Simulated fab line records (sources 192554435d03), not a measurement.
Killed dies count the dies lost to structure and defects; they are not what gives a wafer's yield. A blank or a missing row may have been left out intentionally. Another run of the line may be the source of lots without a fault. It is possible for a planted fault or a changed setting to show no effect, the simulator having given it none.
Split-lot study + flow n5 finfet + on a route of 1938 steps: 7 lots, 39 wafers read

## THE SPLIT ITSELF
At N5_WELL_APT_IMPLANT_32, the setting energy kev was moved away from the recipe's 50 on 12 of the 39 wafers read, by -13.2% to +6.6%. The other wafers ran this setting at the recipe's value.

The reading comes from the split's own step.

## THE READING
The simulator's own value implant.drp nm, read by no gauge, in nm at N5_WELL_APT_IMPLANT_32. No usual value for it is given in the file.

| wafer  | tool, chamber at the split | energy kev as run | against the recipe | implant.drp nm, nm | against lot-mates on the recipe |
|--------|----------------------------|-------------------|--------------------|--------------------|---------------------------------|
| L075.1 | implanter-02, 0            | 50                | recipe             | 18.55              | -                               |
| L075.2 | implanter-02, 0            | 50                | recipe             | 18.55              | -                               |
| L075.4 | implanter-02, 0            | 50                | recipe             | 18.55              | -                               |
| L075.3 | implanter-02, 0            | 53.32             | +6.6%              | 19.44              | +0.89                           |
| L075.5 | implanter-02, 0            | 53.32             | +6.6%              | 19.44              | +0.89                           |
| L075.6 | implanter-02, 0            | 53.32             | +6.6%              | 19.44              | +0.89                           |
| L082.1 | implanter-01, 0            | 50                | recipe             | 18.55              | -                               |
| L082.2 | implanter-01, 0            | 50                | recipe             | 18.55              | -                               |
| L082.3 | implanter-01, 0            | 50                | recipe             | 18.55              | -                               |
| L082.4 | implanter-01, 0            | 50                | recipe             | 18.55              | -                               |
| L082.5 | implanter-01, 0            | 50                | recipe             | 18.55              | -                               |
| L082.6 | implanter-01, 0            | 50                | recipe             | 18.55              | -                               |
| L085.1 | implanter-01, 0            | 50                | recipe             | 18.55              | -                               |
| L085.5 | implanter-01, 0            | 50                | recipe             | 18.55              | -                               |
| L085.6 | implanter-01, 0            | 50                | recipe             | 18.55              | -                               |
| L085.2 | implanter-01, 0            | 46.27             | -7.5%              | 17.56              | -0.99                           |
| L085.3 | implanter-01, 0            | 46.27             | -7.5%              | 17.56              | -0.99                           |
| L085.4 | implanter-01, 0            | 46.27             | -7.5%              | 17.56              | -0.99                           |
| L089.1 | implanter-02, 0            | 43.39             | -13.2%             | 16.79              | -1.76                           |
| L089.2 | implanter-02, 0            | 43.39             | -13.2%             | 16.79              | -1.76                           |
| L089.3 | implanter-02, 0            | 43.39             | -13.2%             | 16.79              | -1.76                           |
| L089.4 | implanter-02, 0            | 50                | recipe             | 18.55              | -                               |
| L089.5 | implanter-02, 0            | 50                | recipe             | 18.55              | -                               |
| L089.6 | implanter-02, 0            | 50                | recipe             | 18.55              | -                               |
| L091.2 | implanter-02, 0            | 50                | recipe             | 18.55              | -                               |
| L091.3 | implanter-02, 0            | 50                | recipe             | 18.55              | -                               |
| L091.4 | implanter-02, 0            | 50                | recipe             | 18.55              | -                               |
| L093.1 | implanter-01, 0            | 45.52             | -9.0%              | 17.36              | -1.19                           |
| L093.3 | implanter-01, 0            | 45.52             | -9.0%              | 17.36              | -1.19                           |
| L093.6 | implanter-01, 0            | 45.52             | -9.0%              | 17.36              | -1.19                           |
| L093.2 | implanter-01, 0            | 50                | recipe             | 18.55              | -                               |
| L093.4 | implanter-01, 0            | 50                | recipe             | 18.55              | -                               |
| L093.5 | implanter-01, 0            | 50                | recipe             | 18.55              | -                               |
| L097.1 | implanter-02, 0            | 50                | recipe             | 18.55              | -                               |
| L097.2 | implanter-02, 0            | 50                | recipe             | 18.55              | -                               |
| L097.3 | implanter-02, 0            | 50                | recipe             | 18.55              | -                               |
| L097.4 | implanter-02, 0            | 50                | recipe             | 18.55              | -                               |
| L097.5 | implanter-02, 0            | 50                | recipe             | 18.55              | -                               |
| L097.6 | implanter-02, 0            | 50                | recipe             | 18.55              | -                               |

FIT RESULTS
A straight line over all 39 wafers: implant.drp nm changes by +0.133 nm for each +1% of energy kev; r = +1.00; the points scatter about the line by 0.0019 nm.
The same after taking each lot's own level away (the mean of its wafers on the recipe; 39 wafers): +0.133 nm for each +1%; r = +1.00; scatter 0.0019 nm.
Per that fit: largest energy kev move, reading shift of 1.8 nm.
The lots' own levels span 18.550 to 18.550 nm.
The two slopes agree, so the slope changes little with the lot-to-lot level.
Check: with one of the wafers moved furthest among these (-13.2%) left out of the fit, the line predicts -1.76 nm for it against its lot-mates. It came out at -1.76 nm against them.

## ADDITIONAL SPLITS CARRIED BY THESE WAFERS
Note: prior to the reading, these wafers also went through further splits. Each is held against what the fit with the lots' levels taken away leaves over:
| other split on the same wafers    | wafers away from the commonest value | r with implant.drp nm (lot level and that fit taken away) |
|-----------------------------------|--------------------------------------|-----------------------------------------------------------|
| N5_WELL_APT_IMPLANT_15 energy kev | 12                                   | +0.06                                                     |

## THE WHOLE CHAIN: every reading that the file lists as answering this split, in the file's order
| step                   | what it does | reading                                                         | change (the file's fit)               | r (the file's) |
|------------------------|--------------|-----------------------------------------------------------------|---------------------------------------|----------------|
| N5_WELL_APT_IMPLANT_32 |              | implant.rp nm (the simulator's own value, which no gauge read)  | +0.366 nm for each +1% of the setting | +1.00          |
| N5_WELL_APT_IMPLANT_32 |              | implant.drp nm (the simulator's own value, which no gauge read) | +0.133 nm for each +1% of the setting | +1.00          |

## THE FILE'S OWN FIT
implant.drp nm changes by +0.133 nm for each +1% of energy kev, r = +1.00.
